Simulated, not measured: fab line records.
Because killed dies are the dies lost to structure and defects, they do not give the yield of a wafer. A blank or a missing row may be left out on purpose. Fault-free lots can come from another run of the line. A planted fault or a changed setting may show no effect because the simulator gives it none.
fab line records ; flow n5_finfet
[record] lots = 12; wafers = 35; last_day = 20
route steps=1938 shown BEOL_M6@1242
lots that met no fault: from a run of the same line without faults
start_h: the number of hours between the record's first day and the start of the first shown wafer of the lot ; wait_h: how many hours have passed since the lot's step before this one ; " the same as in the row above ; L1.1+2: a row that stands for several wafers ; - value missing, or start not given ; * or withheld: withheld ; < > ~ a bound
route shown NAME@n: NAME is a module with steps in the file, n the number in the route of the first one ; usual: average and standard deviation across the fault-free wafers ; same: alike in all rows ; chamber/n: place in a boat ; sites: the reading at each site ; _std_site: their standard deviation ; _edge_site: outer sites' mean less inner sites' ; radius_mm: for every site, how far away it sits from the centre of the wafer ; mask NAME#n: copy n ; behind: the most recent tool/chamber to have shaped the wafer ; hold: reason for holding the lot/hours on hold/outcome of the hold ; device: the n, p or np transistor that did not switch ; end of line: at the end of the route, the tests of the same wafers ; a step without rows: its recipe alone ; killed: the dies lost at the first sort to structure and to defects; this is not the yield of the wafer ; map: a wafer's dies, marking killed ones x, the rest . and places with no die _
set.NAME: setting as actually run; set.NAME@STEP: the setting as run at that earlier step ; model.NAME: the simulator's own value behind a step, which no gauge read
one table for each step of the route and one row for each wafer, over a sample of lots
services: a tool's chamber out of use, with start hour (start_h, from the record's first day; less than 0 if before it), hours out, and reason
[[steps]]
[step N5_BEOL_M6_OCD_MEAS_38]
[usual] trench_depth_nm = 94.7/2
lot.wafer;tool;chamber;start_h;wait_h;trench_depth_nm
L198.3;ocd-02;-;227.25;-;94.0
L198.4;ocd-02;-;227.25;-;97.7
L198.5;ocd-02;-;227.25;-;91.5
L196.2;ocd-02;-;245.41;-;98.0
L196.3;ocd-02;-;245.41;-;95.1
L196.4;ocd-02;-;245.41;-;91.5
L199.3;ocd-01;-;248.45;-;95.0
L199.4;ocd-01;-;248.45;-;94.6
L199.5;ocd-01;-;248.45;-;95.9
L201.3;ocd-01;-;251.98;-;98.9
L201.4;ocd-01;-;251.98;-;94.8
L201.6;ocd-01;-;251.98;-;97.1
L197.1;ocd-02;-;252.18;-;92.0
L197.4;ocd-02;-;252.18;-;93.6
L197.5;ocd-02;-;252.18;-;92.8
L205.1;ocd-01;-;277.78;-;92.2
L205.2;ocd-01;-;277.78;-;93.7
L205.6;ocd-01;-;277.78;-;92.6
L206.2;ocd-02;-;302.01;-;94.3
L206.4;ocd-02;-;302.01;-;94.2
L207.1;ocd-02;-;303.93;-;93.9
L207.3;ocd-02;-;303.93;-;94.6
L207.6;ocd-02;-;303.93;-;94.7
L213.3;ocd-02;-;329.24;-;95.0
L213.4;ocd-02;-;329.24;-;98.6
L213.5;ocd-02;-;329.24;-;97.8
L216.2;ocd-01;-;337.22;-;96.1
L216.3;ocd-01;-;337.22;-;90.6
L216.6;ocd-01;-;337.22;-;91.3
L217.1;ocd-02;-;371.42;-;96.1
L217.2;ocd-02;-;371.42;-;97.6
L217.3;ocd-02;-;371.42;-;95.2
L219.3;ocd-02;-;398.61;-;95.7
L219.5;ocd-02;-;398.61;-;94.0
L219.6;ocd-02;-;398.61;-;96.2
[step N5_BEOL_M6_CD_MEAS_35]
[recipe] target_cd_nm = 40; target_cd_y_nm = 28; polarity = opening
[usual] cd_nm = 40.0/0.64
lot.wafer;tool;chamber;start_h;wait_h;cd_nm
L198.3;cd_sem-01;-;227.40;0.0;40.2
L198.4;cd_sem-01;-;227.40;0.0;39.8
L198.5;cd_sem-01;-;227.40;0.0;40.0
L196.2;cd_sem-03;-;245.56;0.0;40.4
L196.3;cd_sem-03;-;245.56;0.0;39.4
L196.4;cd_sem-03;-;245.56;0.0;39.6
L199.3;cd_sem-01;-;248.61;0.0;41.3
L199.4;cd_sem-01;-;248.61;0.0;40.8
L199.5;cd_sem-01;-;248.61;0.0;41.1
L201.3;cd_sem-03;-;252.14;0.0;40.4
L201.4;cd_sem-03;-;252.14;0.0;40.0
L201.6;cd_sem-03;-;252.14;0.0;40.5
L197.1;cd_sem-03;-;252.34;0.0;40.1
L197.4;cd_sem-03;-;252.34;0.0;39.5
L197.5;cd_sem-03;-;252.34;0.0;39.9
L205.1;cd_sem-01;-;277.93;0.0;40.1
L205.2;cd_sem-01;-;277.93;0.0;39.3
L205.6;cd_sem-01;-;277.93;0.0;39.7
L206.2;cd_sem-03;-;302.16;0.0;40.1
L206.4;cd_sem-03;-;302.16;0.0;40.5
L207.1;cd_sem-03;-;304.09;0.0;39.0
L207.3;cd_sem-03;-;304.09;0.0;41.3
L207.6;cd_sem-03;-;304.09;0.0;40.2
L213.3;cd_sem-02;-;329.39;0.0;40.2
L213.4;cd_sem-02;-;329.39;0.0;40.0
L213.5;cd_sem-02;-;329.39;0.0;40.7
L216.2;cd_sem-01;-;337.47;0.0;40.2
L216.3;cd_sem-01;-;337.47;0.0;40.2
L216.6;cd_sem-01;-;337.47;0.0;40.1
L217.1;cd_sem-03;-;371.57;0.0;40.2
L217.2;cd_sem-03;-;371.57;0.0;40.7
L217.3;cd_sem-03;-;371.57;0.0;40.4
L219.3;cd_sem-02;-;398.76;0.0;40.1
L219.5;cd_sem-02;-;398.76;0.0;39.1
L219.6;cd_sem-02;-;398.76;0.0;39.2
[step N5_BEOL_M6_SURFACE_TREAT_79]
[recipe] gas = Ar; time_s = *; ion_energy_ev = *; ion_current_ma_cm2 = 0.5; pressure_mtorr = *; ar_flow_sccm = 30
[usual] throttle_valve_pct = *
lot.wafer;tool;chamber;start_h;wait_h;throttle_valve_pct
L198.3;pvd_sputter-01;-;231.26;0.2;*
L198.4;pvd_sputter-01;-;231.26;0.2;*
L198.5;pvd_sputter-01;-;231.26;0.2;*
L196.2;pvd_sputter-02;-;246.66;0.4;*
L196.3;pvd_sputter-02;-;246.66;0.4;*
L196.4;pvd_sputter-02;-;246.66;0.4;*
L199.3;pvd_sputter-03;-;251.10;1.6;*
L199.4;pvd_sputter-03;-;251.10;1.6;*
L199.5;pvd_sputter-03;-;251.10;1.6;*
L201.3;pvd_sputter-03;-;254.52;1.4;*
L201.4;pvd_sputter-03;-;254.52;1.4;*
L201.6;pvd_sputter-03;-;254.52;1.4;*
L197.1;pvd_sputter-03;-;255.08;0.2;*
L197.4;pvd_sputter-03;-;255.08;0.2;*
L197.5;pvd_sputter-03;-;255.08;0.2;*
L205.1;pvd_sputter-03;-;278.94;0.2;*
L205.2;pvd_sputter-03;-;278.94;0.2;*
L205.6;pvd_sputter-03;-;278.94;0.2;*
L206.2;pvd_sputter-02;-;304.59;0.2;*
L206.4;pvd_sputter-02;-;304.59;0.2;*
L207.1;pvd_sputter-01;-;304.98;0.2;*
L207.3;pvd_sputter-01;-;304.98;0.2;*
L207.6;pvd_sputter-01;-;304.98;0.2;*
L213.3;pvd_sputter-03;-;330.86;0.2;*
L213.4;pvd_sputter-03;-;330.86;0.2;*
L213.5;pvd_sputter-03;-;330.86;0.2;*
L216.2;pvd_sputter-03;-;338.60;0.3;*
L216.3;pvd_sputter-03;-;338.60;0.3;*
L216.6;pvd_sputter-03;-;338.60;0.3;*
L217.1;pvd_sputter-01;-;372.77;0.2;*
L217.2;pvd_sputter-01;-;372.77;0.2;*
L217.3;pvd_sputter-01;-;372.77;0.2;*
L219.3;pvd_sputter-03;-;399.56;0.2;*
L219.5;pvd_sputter-03;-;399.56;0.2;*
L219.6;pvd_sputter-03;-;399.56;0.2;*
[step N5_BEOL_M6_ECD_50]
[recipe] material = Cu; target_thk_a = 3000
lot.wafer;tool;chamber;start_h;wait_h
L198.3+4+5;ecd_cu-01;0,1,0;231.98;0.1
L196.2+3+4;ecd_cu-02;0,1,0;248.29;0.1
L199.3+4+5;ecd_cu-02;1,0,1;251.46;0.1
L201.3+4+6;ecd_cu-01;1,0,0;254.96;0.1
L197.1+4+5;ecd_cu-01;0;255.49;0.1
L205.1+2+6;ecd_cu-01;1,0,0;279.26;0.1
L206.2+4;ecd_cu-02;0;304.90;0.1
L207.1+3+6;ecd_cu-02;1;305.28;0.1
L213.3+4+5;ecd_cu-02;0,1,0;331.22;0.1
L216.2+3+6;ecd_cu-01;1,1,0;339.22;0.1
L217.1+2+3;ecd_cu-01;0,1,1;373.22;0.1
L219.3+5+6;ecd_cu-02;1,0,1;399.89;0.1
[step N5_BEOL_M6_CMP_52]
[recipe] stop_on = SiCOH_lowk; t_overpolish_s = 6.9; down_force_psi = 1; platen_rpm = 50; clearing_platen_down_force_psi = 1.5; clearing_platen_rpm = 50; post_cmp_clean = cu_alkaline; target_thk_nm = 80; clearing_platen_pad_velocity_m_s = 0.99484; pad_velocity_m_s = 0.99484
[usual] motor_current_A = 6.4/0.79; time_to_endpoint_s = 63/3.1
lot.wafer;tool;chamber;start_h;wait_h;motor_current_A;time_to_endpoint_s
L198.3;cmp-01;2;232.49;0.2;7.4;58
L198.4;cmp-01;1;232.49;0.2;5.1;54
L198.5;cmp-01;3;232.49;0.2;5.2;56
L196.3;cmp-01;3;248.80;0.2;5.6;61
L196.2;cmp-01;0;248.80;0.2;6.6;59
L196.4;cmp-01;1;248.80;0.2;5.5;56
L199.4;cmp-02;2;252.20;0.2;6.2;67
L199.3;cmp-02;0;252.20;0.2;7.6;65
L199.5;cmp-02;1;252.20;0.2;6.3;65
L201.3;cmp-02;0;255.46;0.3;7.2;65
L201.4;cmp-02;1;255.46;0.3;6.0;63
L201.6;cmp-02;3;255.46;0.3;6.8;63
L197.1;cmp-02;2;256.04;0.3;6.3;65
L197.4;cmp-02;0;256.04;0.3;7.7;67
L197.5;cmp-02;2;256.04;0.3;6.4;67
L205.2;cmp-01;0;279.69;0.2;6.7;58
L205.1;cmp-01;2;279.69;0.2;7.5;62
L205.6;cmp-01;3;279.69;0.2;5.6;62
L206.4;cmp-01;0;305.37;0.2;7.2;55
L206.2;cmp-01;1;305.37;0.2;5.6;58
L207.3;cmp-02;1;305.85;0.2;5.8;64
L207.1;cmp-02;2;305.85;0.2;6.8;67
L207.6;cmp-02;1;305.85;0.2;6.1;119
L213.4;cmp-04;1;331.64;0.2;5.0;65
L213.3;cmp-04;2;331.64;0.2;6.0;65
L213.5;cmp-04;1;331.64;0.2;5.3;117
L216.2;cmp-01;0;339.65;0.2;6.8;57
L216.3;cmp-01;1;339.65;0.2;5.1;57
L216.6;cmp-01;3;339.65;0.2;5.7;58
L217.2;cmp-04;2;373.62;0.2;6.1;66
L217.3;cmp-04;3;373.62;0.2;7.0;66
L217.1;cmp-04;0;373.62;0.2;5.6;68
L219.3;cmp-01;3;400.92;0.3;5.5;62
L219.5;cmp-01;2;400.92;0.3;7.3;68
L219.6;cmp-01;3;400.92;0.3;5.4;63
[[services]]
tool;chamber;start_h;hours;kind
cmp-01;-;237.84;3.0;repair
cmp-01;-;249.49;1.0;repair
cmp-02;-;301.97;3.8;pm
cmp-01;-;316.18;0.9;repair
cmp-01;-;322.86;4.0;pm
cmp-01;-;326.86;-;consumable_replace:conditioner
cmp-01;-;326.86;-;consumable_replace:pad
cmp-01;-;343.60;5.5;pm
pvd_sputter-01;-;376.86;2.8;repair
cmp-01;-;382.85;2.2;repair
ecd_cu-01;-;383.27;5.5;pm
cmp-04;-;387.88;4.0;repair
cmp-02;-;395.86;1.0;repair
cmp-02;-;398.48;3.4;repair
[[key]]
[first_sign] step = N5_BEOL_M6_CMP_52; reading = time_to_endpoint_s; direction = up; sigmas = 18; usual = *; struck = *
effect none on later readings
met_at N5_BEOL_M6_ECD_50
struck_lots L207,L213
struck_wafers L207.6,L213.5
not_acting_at N5_BEOL_M6_OCD_MEAS_38,N5_BEOL_M6_CD_MEAS_35,N5_BEOL_M6_SURFACE_TREAT_79
onset_between 304.90 305.28
[fault] kind = process_parameter_drift; tool = ecd_cu-02; chamber = -; onset_h = 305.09; steps = N5_BEOL_M6_ECD_50; channel = target_thk_a; offset = *; shape = step; end_h = 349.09; scope = struck_wafers_only; acts_in = *; stated = *
